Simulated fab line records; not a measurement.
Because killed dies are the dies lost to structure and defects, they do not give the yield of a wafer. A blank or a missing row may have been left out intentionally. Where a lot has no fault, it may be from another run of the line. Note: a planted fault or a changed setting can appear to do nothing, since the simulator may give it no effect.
Chamber matching | flow n5Finfet | rieDiel-06 running N5_BEOL_M0_SAQP_ETCH_84: 4 sister chambers
The step etches SOC in N2/H2, target depth 100 nm, overetch 20 nm, time 150 s. 4 wafers are shown with their chamber, then 10 later ones without.

== WAFERS, EACH WITH ITS CHAMBER ==
wafer  | chamber | throttleValvePct (%)
L089.2 | 1       | 17.66
L089.3 | 0       | 17.37
L092.3 | 2       | 17.61
L092.4 | 3       | 18.30

== WAFERS MISSING THEIR CHAMBER ==
wafer  | throttleValvePct (%)
L092.6 | 17.39
L093.1 | 17.62
L093.2 | 17.37
L093.4 | 17.66
L095.2 | 17.39
L095.3 | 17.69
L095.4 | 17.64
L096.2 | 17.68
L096.3 | 17.63
L096.4 | 18.30

== THE CHAMBER EACH PASSED THROUGH ==
wafer  | from the rows above     | in truth
L092.6 | 0                       | 0
L093.1 | can't be placed: 2 or 1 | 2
L093.2 | 0                       | 0
L093.4 | 1                       | 1
L095.2 | 0                       | 0
L095.3 | 1                       | 1
L095.4 | can't be placed: 1 or 2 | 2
L096.2 | 1                       | 1
L096.3 | can't be placed: 2 or 1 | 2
L096.4 | 3                       | 3
Placed correctly: 7 of 10. Cannot be placed on the basis of these rows: 3; the candidates contain the true chamber in 3. Number placed wrongly: 0.
How it was worked out, from the rows above alone: a wafer's distance from a chamber is the root of the sum, over the readings, of the square of ((its reading less the chamber's mean) divided by the reading's scatter). The wafer belongs to the nearest chamber; if the next one is less than 2 further off, it can't be placed. Each chamber's mean is taken over the wafers shown for it. The scatter: with one shown wafer a chamber, the root of the mean of the squares of how far each hidden wafer lies from its nearest shown one.
